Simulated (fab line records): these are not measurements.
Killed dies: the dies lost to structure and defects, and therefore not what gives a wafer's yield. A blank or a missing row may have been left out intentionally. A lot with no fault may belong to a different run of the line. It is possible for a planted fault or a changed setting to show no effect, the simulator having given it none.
Matching of chambers    flow n5-finfet    rie-diel-05 running N5_MOL_CONTACT_COAG_ETCHBACK_132: 4 sister chambers
The step etches SiO2 in CHF3, target depth 10 nm, time 6.7 s. 4 wafers are shown with their chamber, then 8 later ones without.

== WAFERS PAIRED WITH THEIR CHAMBERS ==
wafer   chamber  throttle-valve-pct (%)
L081.5  1        18.90
L082.6  2        18.59
L087.1  3        19.11
L092.2  0        18.41

== WAFERS MISSING THEIR CHAMBER ==
wafer   throttle-valve-pct (%)
L092.3  19.14
L092.6  19.15
L096.1  18.28
L096.2  19.16
L096.5  18.43
L097.2  18.28
L097.3  18.42
L097.5  19.16

== CHAMBER TAKEN BY EACH ==
wafer    from the rows above       in truth
L092.3   3                         3
L092.6   3                         3
L096.1   0                         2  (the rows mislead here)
L096.2   3                         3
L096.5   can't be placed: 0 or 2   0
L097.2   0                         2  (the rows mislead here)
L097.3   0                         0
L097.5   3                         3
Correct placement for 5 of the 8. From these rows, 1 cannot be placed; in 1 the true chamber is one of the candidates. Number placed wrongly: 2.
How it was worked out, from the rows above alone: a wafer's distance from a chamber is the root of the sum, over the readings, of the square of ((its reading less the chamber's mean) divided by the reading's scatter). If the next closest chamber is less than 2 further off than the closest, the wafer can't be placed; otherwise it belongs to the closest. Each chamber's mean is taken over the wafers shown for it. The scatter (one wafer shown for each chamber): square how far every hidden wafer sits from the nearest shown wafer, average those squares and take the square root.
